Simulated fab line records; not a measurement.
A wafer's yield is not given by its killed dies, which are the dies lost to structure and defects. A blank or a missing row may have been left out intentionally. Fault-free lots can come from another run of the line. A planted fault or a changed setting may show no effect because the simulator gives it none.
8D (eight disciplines) problem report, filled in by code ; flow nand_harc ; the parts of the form that need people (team, actions taken, sign-off) are left out

1. WHAT IS WRONG
rf_fwd_power_W at NHARC_P_M1_DEP_00 reads a mean of 503.9 W on 6 wafers of 2 lots; wafers without a fault read 599.0 W with a standard deviation of 1.8. That puts it -53 standard deviations away from the usual mean.
The step: deposits SiOC, target thk 182.5 nm.
Earliest sighting: wafer L357.3 on pecvd-01 at day 9 17:17. At this step, 39 wafers from 13 lots have a number in the record. Rule for "out", or "out of limits": more than 4 standard deviations from the usual mean. All remaining wafers that have a number are taken as sound.

2. WHAT IT IS, WHAT IT ISN'T
question;is;is not
which readings at this step;rf_fwd_power_W;-
which lots;L357, L360;L349, L350, L351, L365, L366, L367, L368, L369, L370, L371, L372
which wafers of those lots;all that have a number;-
read on which tools;pecvd-01;pecvd-03, pecvd-04
when;from day 9 17:17;"up to then (9 sound wafers); but 24 sound wafers of L365, L366, L367, L368, L369, L370, L371, L372 came after"

3. THE SUSPECTS, EACH WITH WHAT RULES IT OUT
Counting: a tool stays on the suspect list if, at a process step up to the reading, it processed all lots that are out and no sound lot following the first of them.
- pecvd-04 at NHARC_P_M0_PRE_CLEAN_31 (time 12 s): ruled out as a lasting fault. Sound lots L365, L366 ran on it after its first lot that is out, L357 (day 9 16:38).
- pecvd-01 at NHARC_P_M1_DEP_00 (deposits SiOC, target thk 182.5 nm): kept. It ran every lot that is out, first L357 (day 9 17:17), and no sound lot after that; its last sound lot up to then is L351 (day 7 00:28). Its own rf_fwd_power_W readings are out on those wafers.
After counting, what remains is pecvd-01 at NHARC_P_M1_DEP_00.

4. THE CAUSE (what the simulator had put in)
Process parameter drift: pecvd-01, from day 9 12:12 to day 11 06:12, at NHARC_P_M1_DEP_00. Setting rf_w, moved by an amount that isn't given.
This tool alone remained once counting was done.

5. THE EFFECT CHAIN, in route order
Rows list readings where the struck wafers' mean (over those with a number) sits beyond 3 standard deviations from the usual. Only readings for which the record gives a usual standard deviation are gone through. hours: the time from each lot's start at the first step in this table that gives one to its start at this step, as a median over the lots. sigmas: the change in usual standard deviations.
hours;step;reading;usual;on struck wafers;change;sigmas
0;NHARC_P_M1_DEP_00;rf_fwd_power_W;599.0 W;503.9;-95.1;-53
Its process steps:
- NHARC_P_M1_DEP_00: deposits SiOC, target thk 182.5 nm.
Later measuring or inspecting steps at which every struck wafer that the step has a row for has a number for every such reading, and none has moved that far: NHARC_END_SORT_01.

6. HOW IT WOULD HAVE BEEN CAUGHT EARLIER
In this record no reading fell out of limits until day 9 17:17, 5 hours after the fault had begun at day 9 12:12.
